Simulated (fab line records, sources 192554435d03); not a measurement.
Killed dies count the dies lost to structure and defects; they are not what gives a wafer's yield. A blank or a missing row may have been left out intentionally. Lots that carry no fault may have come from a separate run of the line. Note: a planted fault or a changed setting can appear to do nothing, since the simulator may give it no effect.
Problem report in the 8D (eight disciplines) form, filled by code ; flow n5 finfet ; the parts of the form that need people (team, actions taken, sign-off) are left out

## 1. THE PROBLEM
IOFF_N at N5_BEOL_M4_RC_MEAS_101 reads a mean of 4.501 nA/um on 3 wafers of 2 lots; wafers without a fault read 0.152 nA/um with a standard deviation of 0.025. So: +99 or more standard deviations from the usual mean.
The first sign was on wafer L533.5 at day 10 23:55, on prober-02. Wafers with a number at this step in the record: 12, from 4 lots. Rule for "out", or "out of limits": more than 4 standard deviations from the usual mean. The rest of the wafers with a number are treated as sound.

## 2. WHAT IT IS, WHAT IT ISN'T
question;is;is not
which readings at this step;IOFF_N, CJ_N, DIBL_N, IOFF_N_85C, IOFF_N_LIN, SS_N;DIBL_P, IOFF_P, ION_P, SS_P, VT_N, VT_P
which lots;L533, L536;L525, L534
which wafers of those lots;L533.5, L536.4, L536.5;L533.1, L533.3, L536.1
read on which gauges;prober-01, prober-02;-
when;from day 10 23:55;"up to then (8 sound wafers); but 1 sound wafer of L536 came after"

## 3. SUSPECTS, AND WHAT RULES EACH OUT
Counting: any tool at a process step up to the reading remains a suspect provided it ran every lot that is out. Sound lots after the first of them don't rule it out here, since some wafers of a struck lot are sound.
- the gauge at N5_BEOL_M4_RC_MEAS_101: ruled out. Those wafers that are out were read across 2 gauges (prober-01, prober-02).
- rie si-02 at N5_SD_EPI_N_SD_RECESS_17 (chemistry HBr/Cl2/O2, target depth 41 nm, time 23.7 s, bt time 3 s): kept. It processed each lot that is out (first: L533, day 5 20:53); up to then, its last sound lot is L525 (day 3 20:44).
- wet bench-03 at N5_SD_EPI_N_STRIP_18 (strips in SPM, time 750 s): kept. It ran every lot that is out, first L533 (day 5 21:04).
- Within wet bench-03 at N5_SD_EPI_N_STRIP_18: the wafers that are out ran in chambers 0, 2, 6; their sound lot-mates ran in chambers 1, 3, 7.
The count leaves wet bench-03 at N5_SD_EPI_N_STRIP_18 and rie si-02 at N5_SD_EPI_N_SD_RECESS_17.

## 4. THE CAUSE (what the simulator had put in)
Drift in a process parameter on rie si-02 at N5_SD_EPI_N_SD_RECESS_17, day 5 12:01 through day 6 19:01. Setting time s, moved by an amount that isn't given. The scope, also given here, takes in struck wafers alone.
Of the 2 suspects that counting leaves, this tool is one.

## 5. SEQUENCE OF EFFECTS, ordered by route
One row per reading whose mean, taken over the struck wafers that have a number, lies over 3 standard deviations from the usual. Scope: only readings with a usual standard deviation given in the record; hours: median across lots of the time from each lot's start at the first step in this table that gives one to its start at this step; sigmas: change in usual standard deviations.
hours;step;reading;usual;on struck wafers;change;sigmas
0;N5_BEOL_M4_RC_MEAS_101;CJ_N;4.32;4.99;+0.67;+9.5
0;N5_BEOL_M4_RC_MEAS_101;DIBL_N;35.8 mV/V;58.5;+22.7;+15
0;N5_BEOL_M4_RC_MEAS_101;IOFF_N;0.152 nA/um;4.501;+4.349;+99 or more
0;N5_BEOL_M4_RC_MEAS_101;IOFF_N_85C;3.0 nA/um;49.8;+46.8;+99 or more
0;N5_BEOL_M4_RC_MEAS_101;IOFF_N_LIN;0.071 nA/um;0.128;+0.057;+5.8
0;N5_BEOL_M4_RC_MEAS_101;IOFF_N_LONG;5.52e-05 nA/um;6.34e-05;+8.23e-06;+3.0
0;N5_BEOL_M4_RC_MEAS_101;SS_N;71.5 mV/dec;115.7;+44.2;+85
104;N5_PASSIVATION_PROBE_49;sort n pass;1082;0;-1082;-54
104;N5_PASSIVATION_PROBE_49;sort yield pct;91.7 %;0.0;-91.7;-54
Its process steps:
- N5_PASSIVATION_PROBE_49

## 6. HOW IT WOULD HAVE BEEN CAUGHT EARLIER
The first out-of-limits reading at a measuring or inspecting step in this record came at day 10 23:55, 132 hours after the fault's start at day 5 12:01.
Tool readings at N5_SD_EPI_N_SD_RECESS_17 with a usual standard deviation given in the record: none out on any struck wafer, hence no alarm at a limit of 4 standard deviations on them.
By day 10 23:55 the whole set of lots that are out, 2 in number, had already begun N5_SD_EPI_N_SD_RECESS_17 on rie si-02. Holding the tool at that point would not have protected any of them.
